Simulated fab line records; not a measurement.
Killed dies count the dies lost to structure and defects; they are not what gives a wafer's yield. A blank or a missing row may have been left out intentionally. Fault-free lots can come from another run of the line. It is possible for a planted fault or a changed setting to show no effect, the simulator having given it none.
A struck lot beside a sound one / flow nandHarc / 11 out of 1302 route steps
Sound: these wafers, L497.3, L497.4, L497.6. Wafers struck: L513.2, L513.3. The cause is named last.
At each step with rows: each side's tool, then ch and its chambers, then its first start. Under that, the readings that differ: sound wafers / struck wafers / difference of the means / sigmas: that difference in standard deviations of wafers without a fault.
alike: readings with means less than 2 such deviations apart, plus words and numbers identical on both sides. not compared: withheld readings, readings lacking a value on some wafer, bounds such as >300 that could conceal the same value, and numbers that have no deviation in the record and whose values overlap.
A row with sigmas, a row that says differs or no value, or rows on one side alone: a step with any of these is where the two part. Non-overlapping numbers with no deviation appear without sigmas and do not part them. Lack of a reading on every wafer of one side parts them only where that side has two or more wafers.

NHARC_P_START_INSPECT_01:
  sound: defectInspect-01 at day 1 20:02; struck: defectInspect-02 at day 8 12:02
  alike: rawDefectCount
then, 7 steps without rows for these wafers: NHARC_P_ZERO_WELL_PRECLEAN_00 (cleans in SPM, time 600 s); NHARC_P_ZERO_WELL_SRD_01; NHARC_P_ZERO_WELL_PECVD_02 (deposits SiO2, target thk 10 nm); NHARC_P_ZERO_WELL_DEHYDRATE_03 (time 120 s); NHARC_P_ZERO_WELL_HMDS_04 (time 30 s); NHARC_P_ZERO_WELL_COAT_64 (time 65 s); NHARC_P_ZERO_WELL_COAT_05 (resist thk 600 nm).
NHARC_P_ZERO_WELL_SOFTBAKE_06: time 70 s.
  sound on lithoTrack-05 ch 0, day 1 20:00; struck on lithoTrack-02 ch 0, day 8 12:00
reading=heaterPowerTotalW (W); sound=199.9 202.7 201.1; struck=225.7 222.8; difference=+23.0; sigmas=+18
then, 2 steps without rows for these wafers: NHARC_P_ZERO_WELL_EBR_07; NHARC_END_SORT_01.

== WHERE THEY PART ==
Within this record, at NHARC_P_ZERO_WELL_SOFTBAKE_06 only.

WHY: whatever the simulator had introduced
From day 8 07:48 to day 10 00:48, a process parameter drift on lithoTrack-02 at NHARC_P_ZERO_WELL_SOFTBAKE_06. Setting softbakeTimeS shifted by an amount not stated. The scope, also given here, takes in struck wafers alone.
